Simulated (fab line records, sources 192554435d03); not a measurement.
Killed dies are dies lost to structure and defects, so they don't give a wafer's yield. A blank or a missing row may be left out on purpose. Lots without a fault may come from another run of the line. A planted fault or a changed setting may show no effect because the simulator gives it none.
fab line records | flow n5_finfet
record lots=10 wafers=28 last_day=17
route steps=1938 shown BEOL_M11@1539 PASSIVATION@1936
lots that met no fault: from a run of the same line without faults
start_h: hours from the record's first day to the start of the lot's first wafer shown | wait_h: hours since the lot's step before | " the same as in the row above | L1.1+2: a row that stands for several wafers | - no value, or no start given | * or withheld: withheld | < > ~ a bound
route shown NAME@n: a module of which the file shows steps, and the number in the route of the first | usual: mean/standard deviation of fault-free wafers | same: alike in all rows | chamber/n: place in a boat | sites: the reading at each site | _std_site: their standard deviation | _edge_site: outer sites' mean less inner sites' | radius_mm: how far each site lies from the wafer's centre | mask NAME#n: copy n | behind: the tool/chamber that last shaped the wafer | hold: why the lot was held/for how many hours/how that ended | device: the transistor (n, p or np) that didn't switch | end of line: the same wafers' tests at the end of the route | a step without rows: its recipe alone | killed: dies lost to structure and defects at the first sort, not the wafer's yield | map: a wafer's dies, x killed, . not, _ none there
set.NAME: the setting as run; set.NAME@STEP: as run at that earlier step | model.NAME: the simulator's own value behind a step, which no gauge read
steps of the route over a sample of lots; a table a step, a row a wafer
services: from which hour (start_h, from the record's first day; less than 0 if before it) a tool's chamber was out of use, for how many hours, and why
## steps
# step N5_BEOL_M11_PECVD_70
# recipe material=SiO2 target_thk_a=200 temp_c=400 precursor=TEOS/O2 pressure_torr=5.5 rf_w=450 teos_flow_sccm=53.8 gas=O2 flow_sccm=3000 time_s=22.7
# usual chamber_pressure_Torr=5.500/0.012 heater_power_w=717/77 showerhead_plenum_p_Torr=8.74/0.066 throttle_valve_pct=21.8/1.7
# columns lot.wafer tool chamber start_h wait_h chamber_pressure_Torr heater_power_w showerhead_plenum_p_Torr throttle_valve_pct
L804.3 pecvd-03 0 224.87 0.1 5.483 660 8.66 20.2
L804.5 " 1 " " 5.494 716 8.72 24.4
L804.6 " 0 " " 5.496 679 8.63 19.9
L802.3 pecvd-03 1 225.36 0.1 5.482 710 8.71 24.3
L802.4 " 0 " " 5.500 754 8.63 19.9
L802.5 " 1 " " 5.492 731 8.73 24.3
L803.2 pecvd-01 1 235.19 0.0 5.494 714 8.68 21.5
L803.3 " 2 " " 5.493 744 8.69 22.2
L803.5 " 1 " " 5.498 754 8.71 21.5
L809.2 pecvd-03 2 261.61 0.0 5.481 689 8.74 19.0
L809.4 " 1 " " 5.501 733 8.73 24.6
L809.5 " 2 " " 5.502 713 8.73 19.2
L813.3 pecvd-04 0 283.19 0.0 5.505 821 8.80 23.3
L813.5 " 0 " " 5.524 834 8.80 23.0
L813.6 " 2 " " 5.486 707 8.81 21.5
L817.2 pecvd-03 0 314.03 0.0 5.502 735 8.65 20.3
L817.4 " 0 " " 5.484 748 8.66 20.5
L819.5 pecvd-03 2 320.51 0.1 5.497 725 8.76 19.1
L819.6 " 1 " " 5.498 729 8.73 24.5
L822.1 pecvd-01 0 339.10 0.0 5.525 663 8.85 22.5
L822.2 " 1 " " 5.501 670 8.67 21.4
L822.4 " 1 " " 5.502 639 8.70 21.6
L823.1 pecvd-01 0 346.31 0.0 5.502 719 8.85 22.3
L823.3 " 0 " " 5.494 704 8.85 22.2
L823.4 " 1 " " 5.515 745 8.69 21.7
L825.3 pecvd-01 0 361.22 0.0 5.486 675 8.85 22.2
L825.5 " 2 " " 5.502 783 8.70 22.5
L825.6 " 0 " " 5.494 660 8.84 22.1
# step N5_BEOL_M11_STRIP_77
# recipe chemistry=N2/H2 time_s=10 power_w=450 temp_c=40 pressure_mtorr=20 rf_frequency_hz=6e+07 bias_power_w=7 n2_flow_sccm=200 h2_flow_sccm=200
# usual chamber_pressure_mTorr=19.997/0.021 drypump_motor_current_A=6.1/0.5 oes_product_au=0.80/0.099 rf_vpp_V=59.2/0.87 showerhead_plenum_p_Torr=2.52/0.086 throttle_valve_pct=23.6/0.39
# columns lot.wafer tool chamber start_h wait_h chamber_pressure_mTorr drypump_motor_current_A oes_product_au rf_hours_counter_h rf_vpp_V showerhead_plenum_p_Torr throttle_valve_pct
L802.3 rie_diel-06 2 - - 19.979 4.9 0.68 227 58.8 2.49 23.7
L802.4 " 1 " " 19.979 5.9 0.95 7 58.1 2.47 23.4
L802.5 " 0 " " 20.034 6.1 0.76 - 58.9 2.54 23.7
L804.3 rie_diel-03 3 - - 20.011 6.4 0.69 249 58.1 2.49 24.1
L804.5 " 2 " " 20.003 6.2 0.98 - 60.1 2.56 22.8
L804.6 " 3 " " 20.025 6.5 0.70 - 60.3 2.49 24.1
L803.2 rie_diel-04 1 - - 19.965 6.5 0.85 50 58.3 2.46 24.1
L803.3 " 0 " " 19.990 6.4 0.68 199 59.9 2.53 23.3
L803.5 " 2 " " 20.023 5.2 0.82 - 59.0 2.46 23.5
L809.2 rie_diel-03 0 - - 20.003 6.4 0.75 185 58.1 2.40 23.6
L809.4 " 1 " " 19.977 5.8 0.71 190 58.8 2.61 23.5
L809.5 " 1 " " 20.015 5.8 0.71 - 59.6 2.61 23.5
L813.3 rie_diel-06 2 - - 19.978 4.9 0.67 247 59.0 2.49 23.8
L813.5 " 0 " " 19.969 6.1 0.74 - 58.9 2.53 23.7
L813.6 " 1 " " 20.011 6.0 0.89 - 58.6 2.47 23.4
L817.2 rie_diel-03 2 - - 19.976 6.2 0.89 34 59.3 2.55 22.8
L817.4 " 1 " " 20.045 5.8 0.70 209 59.2 2.60 23.5
L819.5 rie_diel-06 1 - - 20.007 6.0 0.86 - 61.1 2.46 23.4
L819.6 " 0 " " 19.999 6.1 0.73 - 58.0 2.53 23.7
L822.1 rie_diel-04 0 - - 19.988 6.4 0.66 225 60.4 2.52 23.4
L822.2 " 1 " " 19.996 6.5 0.81 77 58.0 2.45 24.1
L822.4 " 2 " " 20.010 5.1 0.79 95 58.4 2.44 23.6
L823.1 rie_diel-03 0 - - 19.957 6.4 0.71 214 59.1 2.39 23.6
L823.3 " 1 " " 20.031 5.8 0.70 219 59.7 2.60 23.5
L823.4 " 2 " " 19.994 6.2 0.88 44 60.8 2.54 22.8
L825.3 rie_diel-04 0 - - 19.973 6.4 0.65 233 58.6 2.51 23.4
L825.5 " 0 " " 19.986 6.4 0.65 - 60.2 2.51 23.4
L825.6 " 3 " " 20.009 5.6 0.70 - 60.0 2.64 24.4
# step N5_BEOL_M11_ALD_74
# recipe material=TaN target_thk_a=20 temp_c=275 ald_precursor_family=PDMAT ald_co_reactant=NH3 pressure_torr=3 carrier_flow_sccm=1500 pulse_time_s=2 purge_time_s=3 co_reactant_purge_time_s=2 co_reactant_pulse_time_s=3 ald_cycles=40 precursor_vessel_temp_c=75 precursor_vessel_pressure_torr=26.25 precursor_vessel_carrier_sccm=1000
# usual chamber_pressure_Torr=3.001/0.0065 heater_power_w=410/43
# columns lot.wafer tool chamber start_h wait_h chamber_pressure_Torr heater_power_w
L802.3 ald_metal-02 3 229.63 0.0 2.993 434
L802.4 " 1 " " 3.001 427
L802.5 " 3 " " 2.995 439
L804.3 ald_metal-01 1 230.40 0.0 2.992 408
L804.5 " 0 " " 3.013 343
L804.6 " 1 " " 2.992 408
L803.2 ald_metal-02 0 238.58 0.0 3.015 434
L803.3 " 1 " " 2.995 432
L803.5 " 0 " " 3.002 439
L809.2 ald_metal-02 0 265.28 0.0 2.995 434
L809.4 " 3 " " 2.991 434
L809.5 " 2 " " 3.002 345
L813.3 ald_metal-01 1 289.02 0.0 2.990 429
L813.5 " 2 " " 2.997 415
L813.6 " 1 " " 3.002 416
L817.2 ald_metal-04 3 321.77 0.1 3.019 517
L817.4 " 2 " " 3.007 358
L819.5 ald_metal-04 0 326.79 0.2 2.998 417
L819.6 " 1 " " 2.997 397
L822.1 ald_metal-04 0 343.25 0.2 3.004 421
L822.2 " 1 " " 2.997 400
L822.4 " 1 " " 3.004 395
L823.1 ald_metal-04 2 350.09 0.0 3.006 352
L823.3 " 1 " " 3.006 401
L823.4 " 2 " " 2.996 362
L825.3 ald_metal-04 0 369.06 0.0 3.004 427
L825.5 " 3 " " 2.991 518
L825.6 " 0 " " 2.995 423
# step N5_BEOL_M11_SURFACE_TREAT_76
# recipe gas=Ar time_s=* ion_energy_ev=* ion_current_ma_cm2=0.5 pressure_mtorr=* ar_flow_sccm=30
# usual throttle_valve_pct=*
# columns lot.wafer tool chamber start_h wait_h throttle_valve_pct
L802.3 pvd_sputter-03 - 229.93 0.2 *
L802.4 " - " " *
L802.5 " - " " *
L804.3 pvd_sputter-01 - 230.77 0.2 *
L804.5 " - " " *
L804.6 " - " " *
L803.2 pvd_sputter-02 - 238.91 0.2 *
L803.3 " - " " *
L803.5 " - " " *
L809.2 pvd_sputter-02 - 265.73 0.3 *
L809.4 " - " " *
L809.5 " - " " *
L813.3 pvd_sputter-03 - 289.42 0.3 *
L813.5 " - " " *
L813.6 " - " " *
L817.2 pvd_sputter-03 - 322.09 0.2 *
L817.4 " - " " *
L819.5 pvd_sputter-02 - 327.16 0.2 *
L819.6 " - " " *
L822.1 pvd_sputter-03 - 344.37 1.0 *
L822.2 " - " " *
L822.4 " - " " *
L823.1 pvd_sputter-02 - 350.86 0.6 *
L823.3 " - " " *
L823.4 " - " " *
L825.3 pvd_sputter-02 - 369.61 0.4 *
L825.5 " - " " *
L825.6 " - " " *
# step N5_BEOL_M11_CMP_52
# recipe stop_on=SiCOH_lowk t_overpolish_s=7 down_force_psi=1 platen_rpm=50 clearing_platen_down_force_psi=1.5 clearing_platen_rpm=50 post_cmp_clean=cu_alkaline target_thk_nm=140 clearing_platen_pad_velocity_m_s=0.99484 pad_velocity_m_s=0.99484
# usual barrier_field_endpoint_s=29.2/0.97 head_pressure_psi=0.9999/0.002 motor_current_A=6.0/0.7
# columns lot.wafer tool chamber start_h wait_h barrier_field_endpoint_s head_pressure_psi motor_current_A
L802.4 cmp-03 2 230.67 0.1 29.8 1.0033 7.2
L802.3 " 1 " " 28.0 0.9970 5.6
L802.5 " 3 " " 28.4 1.0016 5.1
L804.3 cmp-03 3 233.02 0.3 29.0 0.9970 5.3
L804.5 " 0 " " 27.6 0.9989 5.5
L804.6 " 1 " " 28.9 0.9999 5.7
L803.3 cmp-01 1 241.04 0.2 29.3 0.9973 5.9
L803.2 " 3 " " 28.6 0.9986 6.1
L803.5 " 2 " " 29.4 0.9996 4.9
L809.2 cmp-01 1 266.56 0.2 28.8 1.0013 5.8
L809.4 " 3 " " 28.6 0.9983 6.6
L809.5 " 2 " " 27.6 1.0002 4.9
L813.3 cmp-02 3 291.57 0.2 28.4 0.9984 6.7
L813.5 " 3 " " 28.8 1.0003 6.3
L813.6 " 0 " " 28.3 0.9986 6.7
L817.4 cmp-01 2 323.37 0.2 29.3 0.9989 4.8
L817.2 " 3 " " 21.2 1.0010 6.4
L819.6 cmp-02 1 328.28 0.2 22.7 1.0021 7.0
L819.5 " 2 " " 29.9 0.9990 6.3
L822.1 cmp-02 1 345.51 0.3 30.0 1.0001 6.9
L822.4 " 2 " " 29.0 1.0022 6.6
L822.2 " 0 " " 28.4 0.9998 6.9
L823.4 cmp-02 2 352.01 0.2 29.6 1.0019 6.3
L823.1 " 3 " " 29.8 0.9981 6.2
L823.3 " 0 " " 29.1 1.0034 6.9
L825.3 cmp-02 1 370.65 0.3 30.0 0.9948 6.8
L825.5 " 2 " " 30.2 0.9999 6.6
L825.6 " 3 " " 29.5 0.9982 6.7
# step N5_PASSIVATION_PROBE_49
# usual defect_limited_yield=91.0/1.4 killed_at_M0_to_M3=36/11 killed_at_M4_up=13/5.4 killed_at_contacts=12/6.4 killed_at_front_end=41/13 killed_at_other=2.9/2.3 killed_dies=106/17 killed_open=70/12 killed_short=34/8.4 sort_bin_4_leakage=0.01/0.057 sort_bin_5_function=5.2/1 sort_bin_6_memory=3.4/0.63 sort_bin_8_speed=0.1/0.49 sort_n_pass=1074/18 sort_yield_pct=91.0/1.6
# same gross_dies=1180 killed_at_back_side=0
# columns lot.wafer tool chamber start_h wait_h defect_limited_yield[%] killed_at_M0_to_M3 killed_at_M4_up killed_at_contacts killed_at_front_end killed_at_other killed_dies killed_open killed_short sort_bin_4_leakage[%] sort_bin_5_function[%] sort_bin_6_memory[%] sort_bin_8_speed[%] sort_n_pass sort_yield_pct[%]
L802.3 prober-02 - 269.09 0.1 91.1 41 15 1 44 4 105 63 39 0.08 4.8 3.2 0 1074 91.0
L802.4 prober-02 - 269.14 0.2 89.2 25 10 10 76 7 128 67 53 0 5.9 3.9 0 1052 89.2
L802.5 prober-02 - 269.19 0.2 90.8 41 17 12 34 4 108 71 37 0 5.0 3.6 0 1072 90.8
L804.3 prober-02 - 274.59 0.1 89.9 30 11 25 48 5 119 84 28 0 6.0 3.9 0 1061 89.9
L804.5 prober-02 - 274.69 0.2 90.8 34 14 37 23 0 108 79 26 0 5.9 3.1 0 1072 90.8
L804.6 prober-02 - 274.74 0.3 89.8 39 12 21 43 5 120 79 39 0 5.5 4.1 0 1060 89.8
L803.2 prober-02 - 275.20 0.1 92.5 41 14 9 21 4 89 56 33 0 4.2 3.3 0 1091 92.5
L803.3 prober-02 - 275.25 0.1 92.6 25 9 17 33 3 87 51 31 0 3.5 3.5 0 1093 92.6
L803.5 prober-02 - 275.35 0.2 92.8 32 18 6 28 1 85 63 22 0 4.7 2.4 0 1095 92.8
L809.2 prober-01 - 306.33 0.1 91.9 27 11 19 35 4 96 63 33 0 5.0 2.7 0 1084 91.9
L809.4 prober-01 - 306.43 0.2 93.1 36 7 7 30 1 81 56 25 0 4.6 2.3 0 1099 93.1
L809.5 prober-01 - 306.48 0.2 91.4 34 16 16 34 2 102 71 29 0 4.9 3.5 0 1078 91.4
L813.3 prober-01 - 335.41 0.1 91.0 43 17 11 32 3 106 60 44 0 4.7 3.8 0 1074 91.0
L813.5 prober-01 - 335.51 0.2 90.9 41 11 4 48 3 107 74 33 0 5.0 4.0 0 1073 90.9
L813.6 prober-01 - 335.56 0.3 89.4 54 19 10 41 1 125 91 33 0 6.1 4.1 3.7 1011 85.7
L817.2 prober-01 - 360.05 0.1 90.4 26 15 5 66 1 113 58 43 0 4.9 3.8 0 1067 90.4
L817.4 prober-01 - 360.15 0.2 91.7 31 7 13 47 0 98 62 35 0.68 4.2 3.8 0 1074 91.0
L819.5 prober-02 - 362.60 0.2 90.5 38 11 19 37 7 112 63 49 0 5.8 3.6 0 1068 90.5
L819.6 prober-02 - 362.65 0.3 91.0 28 8 14 47 9 106 64 39 0 6.0 2.9 0 1074 91.0
L822.1 prober-02 - 381.34 0.0 90.2 55 8 11 41 1 116 79 35 0 6.7 2.7 0 1064 90.2
L822.2 prober-02 - 381.39 0.1 90.0 47 12 15 43 1 118 74 41 0 6.2 3.5 0 1062 90.0
L822.4 prober-02 - 381.49 0.2 89.7 48 10 16 47 1 122 75 44 0 6.0 3.6 0 1058 89.7
L823.1 prober-02 - 395.36 0.0 92.2 30 9 8 43 2 92 76 16 0 4.8 2.9 0 1088 92.2
L823.3 prober-02 - 395.46 0.1 93.2 17 4 11 42 6 80 59 21 0 4.1 2.7 0 1100 93.2
L823.4 prober-02 - 395.51 0.2 92.9 27 15 8 30 4 84 54 23 0 4.5 1.9 0 1096 92.9
L825.3 prober-02 - 418.40 0.1 93.2 22 19 9 29 1 80 61 18 0 4.3 2.5 0 1100 93.2
L825.5 prober-02 - 418.50 0.2 90.7 52 8 3 43 4 110 77 33 0 4.9 4.1 0 1070 90.7
L825.6 prober-02 - 418.55 0.3 93.4 32 16 3 19 8 78 51 25 0 3.8 2.6 0 1102 93.4
# killed by level:class
L802.3 BEOL_M3:geometric_particle:open=18 FIN_SAQP:geometric_particle:open=10 FIN_SAQP:geometric_particle:short=9 BEOL_M2:geometric_particle:short=7 STI_FIN_REVEAL:geometric_particle:open=4 BEOL_M1:geometric_particle:open=4 STARTING-WAFER:geometric_particle:short=4 BEOL_M3:geometric_particle:short=4
L802.4 STI_FIN_REVEAL:geometric_particle:open=21 FIN_SAQP:geometric_particle:short=19 FIN_SAQP:geometric_particle:open=9 MOL_CONTACT_COAG:geometric_particle:open=9 HKMG_FIN:area_etch=8 GATE_CUT:geometric_particle:short=7 BEOL_M0_SAQP:geometric_particle:open=6 BEOL_M4:geometric_particle:open=6
L802.5 BEOL_M3:geometric_particle:open=14 MOL_CONTACT_COAG:geometric_particle:open=10 FIN_SAQP:geometric_particle:short=8 BEOL_M1:geometric_particle:open=8 GATE_CUT:geometric_particle:short=6 FIN_SAQP:geometric_particle:open=5 STI_FIN_REVEAL:geometric_particle:open=5 BEOL_M2:geometric_particle:short=5
L804.3 MOL_CONTACT_COAG:geometric_particle:open=20 DUMMY_GATE:geometric_particle:open=12 BEOL_M0_SAQP:geometric_particle:open=11 STI_FIN_REVEAL:geometric_particle:open=7 DUMMY_GATE:geometric_particle:short=7 FIN_SAQP:geometric_particle:open=6 BEOL_M2:geometric_particle:open=6 GATE_CUT:geometric_particle:open=4
L804.5 MOL_CONTACT_COAG:geometric_particle:open=32 BEOL_M0_SAQP:geometric_particle:short=8 BEOL_M0_SAQP:geometric_particle:open=7 BEOL_M1:geometric_particle:open=7 BEOL_M4:geometric_particle:open=6 DUMMY_GATE:geometric_particle:open=5 MOL_CONTACT_COAG:geometric_particle:short=5 STI_FIN_REVEAL:geometric_particle:open=4
L804.6 MOL_CONTACT_COAG:geometric_particle:open=16 DUMMY_GATE:geometric_particle:open=13 BEOL_M0_SAQP:geometric_particle:open=11 FIN_SAQP:geometric_particle:short=9 BEOL_M1:geometric_particle:open=7 BEOL_M0_SAQP:geometric_particle:short=6 MOL_CONTACT_COAG:geometric_particle:short=5 BEOL_M4:geometric_particle:open=5
L803.2 BEOL_M0_SAQP:geometric_particle:open=15 BEOL_M0_SAQP:geometric_particle:short=15 MOL_CONTACT_COAG:geometric_particle:open=8 FIN_SAQP:geometric_particle:open=5 BEOL_M1:geometric_particle:open=5 BEOL_M4:geometric_particle:open=5 STI_FIN_REVEAL:geometric_particle:open=4 GATE_CUT:geometric_particle:short=3
L803.3 MOL_CONTACT_COAG:geometric_particle:open=14 BEOL_M0_SAQP:geometric_particle:open=6 DUMMY_GATE:geometric_particle:open=5 GATE_CUT:geometric_particle:short=5 BEOL_M2:geometric_particle:open=5 BEOL_M0_SAQP:geometric_particle:short=4 BEOL_M1:geometric_particle:open=4 BEOL_M3:geometric_particle:open=4
L803.5 FIN_SAQP:geometric_particle:open=12 BEOL_M3:geometric_particle:open=10 BEOL_M0_SAQP:geometric_particle:open=7 MOL_CONTACT_COAG:geometric_particle:open=6 BEOL_M2:geometric_particle:open=6 BEOL_M4:geometric_particle:open=6 BEOL_M6:geometric_particle:open=5 FIN_SAQP:geometric_particle:short=4
L809.2 MOL_CONTACT_COAG:geometric_particle:open=17 GATE_CUT:geometric_particle:short=7 BEOL_M4:geometric_particle:open=7 STI_FIN_REVEAL:geometric_particle:open=6 BEOL_M3:geometric_particle:open=6 DUMMY_GATE:geometric_particle:open=5 FIN_SAQP:geometric_particle:short=4 BEOL_M2:geometric_particle:open=4
L809.4 BEOL_M2:geometric_particle:open=10 BEOL_M3:geometric_particle:open=10 BEOL_M1:geometric_particle:open=7 FIN_SAQP:geometric_particle:open=6 STARTING-WAFER:geometric_particle:short=5 MOL_CONTACT_COAG:geometric_particle:open=5 BEOL_M0_SAQP:geometric_particle:open=4 BEOL_M4:geometric_particle:open=4
L809.5 MOL_CONTACT_COAG:geometric_particle:open=13 BEOL_M3:geometric_particle:open=10 DUMMY_GATE:geometric_particle:open=9 BEOL_M4:geometric_particle:open=8 BEOL_M0_SAQP:geometric_particle:open=5 FIN_SAQP:geometric_particle:open=4 FIN_SAQP:geometric_particle:short=4 GATE_CUT:geometric_particle:short=4
L813.3 BEOL_M1:geometric_particle:open=12 FIN_SAQP:geometric_particle:open=7 MOL_CONTACT_COAG:geometric_particle:open=7 BEOL_M0_SAQP:geometric_particle:short=7 FIN_SAQP:geometric_particle:short=6 BEOL_M5:geometric_particle:open=6 BEOL_M1:geometric_particle:short=5 BEOL_M2:geometric_particle:open=5
L813.5 FIN_SAQP:geometric_particle:open=21 BEOL_M3:geometric_particle:open=14 FIN_SAQP:geometric_particle:short=10 BEOL_M0_SAQP:geometric_particle:open=10 BEOL_M4:geometric_particle:open=8 BEOL_M0_SAQP:geometric_particle:short=6 BEOL_M3:geometric_particle:short=6 MOL_CONTACT_COAG:geometric_particle:open=4
L813.6 MOL_CONTACT_COAG:geometric_particle:open=9 BEOL_M3:geometric_particle:open=9 BEOL_M0_SAQP:geometric_particle:open=9 BEOL_M1:geometric_particle:open=9 BEOL_M2:geometric_particle:open=9 BEOL_M4:geometric_particle:open=9 FIN_SAQP:geometric_particle:open=8 BEOL_M0_SAQP:geometric_particle:short=8
L817.2 FIN_SAQP:geometric_particle:open=17 FIN_SAQP:geometric_particle:short=16 HKMG_FIN:area_etch=8 STI_FIN_REVEAL:geometric_particle:open=7 BEOL_M1:geometric_particle:open=6 BEOL_M4:geometric_particle:open=6 BEOL_M1:geometric_particle:short=5 BEOL_M3:geometric_particle:open=5
L817.4 FIN_SAQP:geometric_particle:short=14 MOL_CONTACT_COAG:geometric_particle:open=11 FIN_SAQP:geometric_particle:open=9 STI_FIN_REVEAL:geometric_particle:open=9 BEOL_M2:geometric_particle:open=7 STI_FIN_REVEAL:geometric_particle:short=6 BEOL_M3:geometric_particle:open=6 BEOL_M4:geometric_particle:open=5
L819.5 MOL_CONTACT_COAG:geometric_particle:open=14 STI_FIN_REVEAL:geometric_particle:open=9 BEOL_M0_SAQP:geometric_particle:short=9 BEOL_M1:geometric_particle:open=9 FIN_SAQP:geometric_particle:short=6 GATE_CUT:geometric_particle:short=6 FIN_SAQP:geometric_particle:open=5 MOL_CONTACT_COAG:geometric_particle:short=5
L819.6 GATE_CUT:geometric_particle:short=13 MOL_CONTACT_COAG:geometric_particle:open=12 BEOL_M2:geometric_particle:open=7 STI_FIN_REVEAL:geometric_particle:open=6 GATE_CUT:geometric_particle:open=6 BEOL_M0_SAQP:geometric_particle:short=5 DUMMY_GATE:geometric_particle:short=5 DUMMY_GATE:geometric_particle:open=5
L822.1 BEOL_M0_SAQP:geometric_particle:open=13 BEOL_M1:geometric_particle:open=12 BEOL_M2:geometric_particle:open=10 FIN_SAQP:geometric_particle:open=8 MOL_CONTACT_COAG:geometric_particle:open=8 FIN_SAQP:geometric_particle:short=7 STI_FIN_REVEAL:geometric_particle:open=7 DUMMY_GATE:geometric_particle:open=7
L822.2 MOL_CONTACT_COAG:geometric_particle:open=14 BEOL_M0_SAQP:geometric_particle:short=12 FIN_SAQP:geometric_particle:short=11 BEOL_M3:geometric_particle:open=9 BEOL_M1:geometric_particle:open=8 BEOL_M0_SAQP:geometric_particle:open=8 FIN_SAQP:geometric_particle:open=6 STI_FIN_REVEAL:geometric_particle:open=5
L822.4 FIN_SAQP:geometric_particle:short=17 BEOL_M0_SAQP:geometric_particle:open=17 MOL_CONTACT_COAG:geometric_particle:open=14 STI_FIN_REVEAL:geometric_particle:open=11 BEOL_M0_SAQP:geometric_particle:short=11 DUMMY_GATE:geometric_particle:open=8 BEOL_M1:geometric_particle:open=8 FIN_SAQP:geometric_particle:open=4
L823.1 STI_FIN_REVEAL:geometric_particle:open=15 BEOL_M3:geometric_particle:open=11 FIN_SAQP:geometric_particle:open=10 MOL_CONTACT_COAG:geometric_particle:open=8 BEOL_M0:geometric_particle:open=6 BEOL_M0_SAQP:geometric_particle:open=4 STARTING-WAFER:geometric_particle:open=4 FIN_SAQP:geometric_particle:short=3
L823.3 FIN_SAQP:geometric_particle:open=9 MOL_CONTACT_COAG:geometric_particle:open=9 STI_FIN_REVEAL:geometric_particle:open=8 BEOL_M1:geometric_particle:open=8 ILD0:geometric_particle:open=7 BEOL_M3:geometric_particle:open=5 STARTING-WAFER:geometric_particle:open=5 STI_FIN_REVEAL:geometric_particle:short=4
L823.4 BEOL_M3:geometric_particle:open=11 FIN_SAQP:geometric_particle:open=6 STI_FIN_REVEAL:geometric_particle:open=6 HKMG_FIN:area_etch=6 BEOL_M2:geometric_particle:open=4 MOL_CONTACT_COAG:geometric_particle:short=4 MOL_CONTACT_COAG:geometric_particle:open=4 GATE_CUT:geometric_particle:short=3
L825.3 BEOL_M4:geometric_particle:open=12 DUMMY_GATE:geometric_particle:open=7 MOL_CONTACT_COAG:geometric_particle:open=7 BEOL_M0_SAQP:geometric_particle:open=6 FIN_SAQP:geometric_particle:short=4 FIN_SAQP:geometric_particle:open=4 BEOL_M2:geometric_particle:open=4 STARTING-WAFER:geometric_particle:open=4
L825.5 FIN_SAQP:geometric_particle:open=17 BEOL_M1:geometric_particle:open=13 BEOL_M0_SAQP:geometric_particle:open=11 BEOL_M0_SAQP:geometric_particle:short=10 STARTING-WAFER:geometric_particle:open=8 FIN_SAQP:geometric_particle:short=6 BEOL_M0:geometric_particle:open=5 BEOL_M3:geometric_particle:open=5
L825.6 BEOL_M0_SAQP:geometric_particle:open=6 BEOL_M0:geometric_particle:open=6 BEOL_M8:geometric_particle:open=6 FIN_SAQP:geometric_particle:short=4 STI_FIN_REVEAL:geometric_particle:open=4 BEOL_M0_SAQP:geometric_particle:short=4 BEOL_M1:geometric_particle:open=4 BEOL_M3:geometric_particle:open=4
## services
# columns tool chamber start_h hours kind
rie_diel-06 1 200.94 9.8 repair
ald_metal-02 - 201.47 8.7 pm
ald_metal-02 - 213.01 0.8 repair
ald_metal-01 - 234.07 14.6 pm
cmp-01 - 234.30 2.1 repair
cmp-03 - 242.22 1.0 repair
pecvd-01 0 242.40 11.1 repair
rie_diel-03 0 248.64 2.4 repair
pecvd-03 0 257.05 18.5 repair
cmp-02 - 258.39 1.0 repair
pecvd-01 - 267.73 1.8 repair
rie_diel-04 0 270.55 4.8 repair
ald_metal-02 3 273.49 3.3 repair
cmp-02 - 274.75 4.3 pm
rie_diel-04 - 287.94 14.6 pm
cmp-02 - 297.52 1.5 repair
ald_metal-02 - 304.85 2.8 pm
cmp-01 - 310.03 2.4 repair
cmp-01 - 313.14 4.4 pm
ald_metal-02 3 319.89 4.7 repair
rie_diel-03 0 321.20 4.8 repair
ald_metal-04 3 339.56 19.2 repair
ald_metal-04 2 351.82 33.8 repair
ald_metal-02 1 369.22 5.0 repair
## key
first_sign step=N5_BEOL_M11_CMP_52 reading=barrier_field_endpoint_s direction=down sigmas=7.5 usual=29.2 struck=21.9
effect none on later readings
met_at N5_BEOL_M11_PECVD_70
struck_lots L817,L819
struck_wafers L817.2,L819.6
not_acting_at N5_BEOL_M11_STRIP_77,N5_BEOL_M11_ALD_74,N5_BEOL_M11_SURFACE_TREAT_76
onset_between 261.61 314.03
fault kind=process_parameter_drift tool=pecvd-03 chamber=- onset_h=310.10 steps=N5_BEOL_M11_PECVD_70 channel=time_s offset=* shape=step end_h=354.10 scope=struck_wafers_only acts_in=* stated=*
